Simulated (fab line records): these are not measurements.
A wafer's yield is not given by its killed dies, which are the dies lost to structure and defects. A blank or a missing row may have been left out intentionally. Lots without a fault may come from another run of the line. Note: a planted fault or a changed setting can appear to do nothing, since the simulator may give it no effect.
One fault through the eyes of 3 desks :: flow n5-finfet :: only its own numbers are on each desk; what lay behind them is given at the end

FROM THE METROLOGY DESK
What the gauges read for every lot (on any tool): the sampled wafers with a number, averaged. Any lot whose mean is over 4 standard deviations away from the usual mean is out of limits and marked OUT; that distance is given in the brackets. It has 10 readings; the 7 that lie furthest out on some lot are the ones shown.
Columns: A = DIBL_N at N5_BEOL_M4_RC_MEAS_101, usual 35.9 mV/V; B = DIBL_P at N5_BEOL_M4_RC_MEAS_101, usual 36.3 mV/V; C = IOFF_N at N5_BEOL_M4_RC_MEAS_101, usual 0.153 nA/um; D = IOFF_P at N5_BEOL_M4_RC_MEAS_101, usual 0.208 nA/um; E = ION_N at N5_BEOL_M4_RC_MEAS_101, usual 672 uA/um; F = SS_P at N5_BEOL_M4_RC_MEAS_101, usual 73.3 mV/dec; G = VT_N at N5_BEOL_M4_RC_MEAS_101, usual 250.4 mV
lot: L925
first seen here: day 9 19:29
A: 34.6
B: 36.2
C: 0.134
D: 0.189
E: 657
F: 72.9
G: 253.2

lot: L927
first seen here: day 10 09:18
A: 39.0
B: 39.6
C: 0.201
D: 0.252
E: 679
F: 74.3
G: 246.5

lot: L934
first seen here: day 12 04:28
A: 36.2
B: 36.9
C: 0.171
D: 0.239
E: 672
F: 72.9
G: 247.8

lot: L935
first seen here: day 12 12:26
A: 35.2
B: 35.7
C: 0.143
D: 0.230
E: 662
F: 73.3
G: 250.9

lot: L938
first seen here: day 13 17:28
A: 36.7
B: 36.8
C: 0.170
D: 0.213
E: 676
F: 73.5
G: 247.6

lot: L940
first seen here: day 13 21:31
A: 34.5
B: 36.2
C: 0.144
D: 0.191
E: 670
F: 72.8
G: 251.9

lot: L943
first seen here: day 15 00:34
A: 36.5
B: 36.5
C: 0.160
D: 0.217
E: 684
F: 72.9
G: 247.3
This desk's verdict: no lot among the 7 shows anything out of limits.

THE DEFECT DESK
Inspection counts along the route, by lot: the mean over sampled wafers that carry a number. Any lot whose mean is over 4 standard deviations away from the usual mean is out of limits and marked OUT; that distance is given in the brackets.
Columns: A = raw-defect-count at N5_MOL_CONTACT_COAG_INSPECT_42, usual 204
lot: L925
first seen here: day 6 09:21
A: 266

lot: L927
first seen here: day 7 03:03
A: 173

lot: L934
first seen here: day 8 22:29
A: 266

lot: L935
first seen here: day 9 02:56
A: 203

lot: L938
first seen here: day 9 18:54
A: 310

lot: L940
first seen here: day 10 05:50
A: 201

lot: L943
first seen here: day 11 02:07
A: 227
This desk's verdict: no lot among the 7 shows anything out of limits.

AT THE TOOL OWNER'S DESK: rie-diel-03
The tool's own readings at N5_MOL_CONTACT_COAG_ETCH_124 (etches SiNx in CH3F/O2, stops on SiOC, target depth 6.5 nm): means of the sampled wafers that have a number, for each lot that ran on this tool. Any lot whose mean is over 4 standard deviations away from the usual mean is out of limits and marked OUT; that distance is given in the brackets.
Columns: A = O2_flow_sccm at N5_MOL_CONTACT_COAG_ETCH_124, usual 20.00 sccm; B = chamber-pressure-mTorr at N5_MOL_CONTACT_COAG_ETCH_124, usual 30.002 mTorr; C = drypump-motor-current-A at N5_MOL_CONTACT_COAG_ETCH_124, usual 5.8 A; D = oes-product-au at N5_MOL_CONTACT_COAG_ETCH_124, usual 0.69 a.u.; E = rf-vpp-V at N5_MOL_CONTACT_COAG_ETCH_124, usual 296.3 V; F = showerhead-plenum-p-Torr at N5_MOL_CONTACT_COAG_ETCH_124, usual 1.99 Torr; G = throttle-valve-pct at N5_MOL_CONTACT_COAG_ETCH_124, usual 16.32 %
lot: L927
first seen here: day 7 03:38
A: 20.01
B: 29.997
C: 6.2
D: 0.66
E: 297.1
F: 1.93
G: 16.56

lot: L935
first seen here: day 9 03:42
A: 19.94
B: 29.977
C: 5.8
D: 0.70
E: 296.4
F: 2.00
G: 16.37

lot: L938
first seen here: day 9 19:27
A: 20.02
B: 30.008
C: 6.1
D: 0.70
E: 296.0
F: 1.94
G: 16.54

lot: L940
first seen here: day 10 06:37
A: 20.04
B: 29.995
C: 5.8
D: 0.62
E: 296.1
F: 2.04
G: 16.46
This desk's verdict: no lot among the 4 shows anything out of limits.

TAKEN TOGETHER
Nothing out of limits was seen by the metrology desk.
No out-of-limits result turned up at the defect desk.
Nothing out of limits was seen by the tool owner's desk.

WHAT WAS PUT IN BY THE SIMULATOR
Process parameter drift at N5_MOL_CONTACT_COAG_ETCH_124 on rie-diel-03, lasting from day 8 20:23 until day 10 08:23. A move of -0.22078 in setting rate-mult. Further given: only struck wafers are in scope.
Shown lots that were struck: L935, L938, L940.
